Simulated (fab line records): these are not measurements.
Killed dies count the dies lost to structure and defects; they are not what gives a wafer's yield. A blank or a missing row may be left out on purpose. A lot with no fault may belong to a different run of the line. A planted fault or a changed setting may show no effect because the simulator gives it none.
Chamber matching + flow n5 finfet + 4 sister chambers for N5_BEOL_M0_SAQP_DESCUM_19 on rie diel-01
The step chemistry O2, time 7.9 s. 16 wafers are shown with their chamber, then 8 later ones without.

WAFERS PAIRED WITH THEIR CHAMBERS
| wafer  | chamber | drypump motor current A (A) | oes product au (a.u.) | throttle valve pct (%) |
|--------|---------|-----------------------------|-----------------------|------------------------|
| L079.1 | 0       | 5.3                         | 0.83                  | 20.27                  |
| L079.4 | 2       | 5.9                         | 0.86                  | 20.28                  |
| L079.6 | 2       | 5.9                         | 0.87                  | 20.26                  |
| L081.1 | 1       | 6.4                         | 0.72                  | 20.53                  |
| L081.4 | 0       | 5.3                         | 0.83                  | 20.30                  |
| L081.5 | 3       | 5.7                         | 0.74                  | 20.51                  |
| L082.1 | 0       | 5.3                         | 0.83                  | 20.29                  |
| L082.2 | 3       | 5.8                         | 0.75                  | 20.50                  |
| L082.5 | 2       | 5.9                         | 0.86                  | 20.28                  |
| L083.3 | 0       | 5.3                         | 0.83                  | 20.28                  |
| L083.4 | 1       | 6.4                         | 0.72                  | 20.53                  |
| L083.6 | 3       | 5.8                         | 0.74                  | 20.49                  |
| L084.2 | 2       | 5.9                         | 0.86                  | 20.29                  |
| L084.3 | 1       | 6.4                         | 0.73                  | 20.53                  |
| L084.5 | 3       | 5.7                         | 0.74                  | 20.48                  |
| L085.3 | 1       | 6.4                         | 0.72                  | 20.54                  |

SIGNATURES, as means of the wafers listed above
| reading                 | chamber 0 | chamber 1 | chamber 2 | chamber 3 | scatter within a chamber |
|-------------------------|-----------|-----------|-----------|-----------|--------------------------|
| drypump motor current A | 5.300     | 6.400     | 5.900     | 5.750     | 0.0289                   |
| oes product au          | 0.8300    | 0.7225    | 0.8625    | 0.7425    | 0.00433                  |
| throttle valve pct      | 20.2850   | 20.5325   | 20.2775   | 20.4950   | 0.0114                   |
Rule: for a wafer and a chamber, the distance is found by dividing, reading by reading, the gap between the wafer's reading and the chamber's mean by the reading's scatter, squaring, summing and taking the root. The wafer belongs to the nearest chamber; if the next one is less than 2 further off, it can't be placed. The scatter: the root of (the sum of the squares of (reading less its chamber's mean) over the shown wafers, divided by (wafers less chambers)).

WAFERS WHOSE CHAMBER IS MISSING
| wafer  | drypump motor current A (A) | oes product au (a.u.) | throttle valve pct (%) |
|--------|-----------------------------|-----------------------|------------------------|
| L085.4 | 5.3                         | 0.82                  | 20.29                  |
| L085.5 | 5.7                         | 0.74                  | 20.52                  |
| L094.1 | 5.3                         | 0.81                  | 20.32                  |
| L094.3 | 6.4                         | 0.71                  | 20.55                  |
| L094.4 | 5.7                         | 0.73                  | 20.56                  |
| L095.3 | 5.3                         | 0.80                  | 20.32                  |
| L095.4 | 5.9                         | 0.83                  | 20.33                  |
| L095.6 | 5.7                         | 0.73                  | 20.55                  |

WHICH CHAMBER EACH ONE RAN IN
| wafer  | from the rows above | in truth |
|--------|---------------------|----------|
| L085.4 | 0                   | 0        |
| L085.5 | 3                   | 3        |
| L094.1 | 0                   | 0        |
| L094.3 | 1                   | 1        |
| L094.4 | 3                   | 3        |
| L095.3 | 0                   | 0        |
| L095.4 | 2                   | 2        |
| L095.6 | 3                   | 3        |
Placed correctly: 8 of 8. Left unplaced by these rows: 0. Number placed wrongly: 0.
